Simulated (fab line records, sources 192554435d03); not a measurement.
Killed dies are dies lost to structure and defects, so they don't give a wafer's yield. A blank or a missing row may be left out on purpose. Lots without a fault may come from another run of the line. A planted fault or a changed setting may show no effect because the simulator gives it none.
Problem report in the 8D (eight disciplines) form, filled by code | flow n5_finfet | the parts of the form that need people (team, actions taken, sign-off) are left out

1. THE PROBLEM
cd_nm at N5_FIN_SAQP_CD_MEAS_27 reads a mean of 15.79 nm on 4 wafers of 2 lots; wafers without a fault read 20.38 nm with a standard deviation of 0.25. That is -18 standard deviations from the usual mean.
The step: target cd 20 nm.
First seen on wafer L327.2, day 4 19:51, on cd_sem-02. The record holds 24 wafers of 8 lots with a number at this step. Rule for "out", or "out of limits": more than 4 standard deviations from the usual mean. The other wafers with a number count as sound.

2. WHAT IT IS AND WHAT IT IS NOT
question                    | is                             | is not
which readings at this step | cd_nm                          | -
which lots                  | L327, L330                     | L319, L323, L324, L335, L337, L339
which wafers of those lots  | L327.2, L327.5, L330.2, L330.5 | L327.1, L330.4
read on which gauges        | cd_sem-02                      | cd_sem-01, cd_sem-03
when                        | from day 4 19:51               | up to then (10 sound wafers); but 10 sound wafers of L330, L335, L337, L339 came after

3. SUSPECTS, AND WHAT RULES EACH OUT
Counting: a tool at a process step up to the reading stays a suspect if it ran every lot that is out. Sound lots after the first of them don't rule it out here, since some wafers of a struck lot are sound.
- the gauge at N5_FIN_SAQP_CD_MEAS_27: ruled out. All the wafers that are out were read on cd_sem-02, but those of them that N5_PASSIVATION_PROBE_49 has rows for are out there too, on other tools.
- ald_sin-02 at N5_FIN_SAQP_SPACER1_ALD_24 (deposits SiO2, target thk 20.3 nm, pulse time 1 s, purge time 2 s): kept. It ran every lot that is out, first L327 (day 4 18:56); its last sound lot up to then is L324 (day 4 00:43).
Left after counting: ald_sin-02 at N5_FIN_SAQP_SPACER1_ALD_24.

4. THE CAUSE (what the simulator had put in)
Process parameter drift: ald_sin-02, from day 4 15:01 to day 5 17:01, at N5_FIN_SAQP_SPACER1_ALD_24. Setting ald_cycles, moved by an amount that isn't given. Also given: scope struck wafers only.
Counting left only this tool.

5. THE CHAIN OF EFFECTS, in route order
Each row: a reading whose mean over the struck wafers that have a number lies more than 3 standard deviations from the usual. Only readings for which the record gives a usual standard deviation are gone through. hours: the time from each lot's start at the first step in this table that gives one to its start at this step, as a median over the lots. sigmas: the change in usual standard deviations.
hours | step                    | reading              | usual    | on struck wafers | change | sigmas
0     | N5_FIN_SAQP_CD_MEAS_27  | cd_nm                | 20.38 nm | 15.79            | -4.59  | -18
265   | N5_PASSIVATION_PROBE_49 | defect_limited_yield | 91.1 %   | 0.1              | -91.0  | -61
265   | N5_PASSIVATION_PROBE_49 | killed_at_front_end  | 39       | 1108             | +1068  | +97
265   | N5_PASSIVATION_PROBE_49 | killed_dies          | 105      | 1179             | +1074  | +60
265   | N5_PASSIVATION_PROBE_49 | killed_on_rim        | 14       | 152              | +138   | +36
265   | N5_PASSIVATION_PROBE_49 | sort_bin_5_function  | 5.1 %    | 96.2             | +91.2  | +99 or more
265   | N5_PASSIVATION_PROBE_49 | sort_n_pass          | 1075     | 1                | -1074  | -60
265   | N5_PASSIVATION_PROBE_49 | sort_yield_pct       | 91.1 %   | 0.1              | -91.0  | -61
The process steps in it:
- N5_PASSIVATION_PROBE_49

6. WHAT WOULD HAVE CAUGHT IT SOONER
In this record the first reading out of limits at a measuring or inspecting step was taken at day 4 19:51, 5 hours after the fault began at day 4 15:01.
Of the tool readings at N5_FIN_SAQP_SPACER1_ALD_24 for which the record gives a usual standard deviation, none was out on any struck wafer, so an alarm limit of 4 standard deviations on them would not have fired.
Of the lots that are out (2), L330 began N5_FIN_SAQP_SPACER1_ALD_24 on ald_sin-02 after day 4 19:51. A hold on the tool at that time would have spared it.
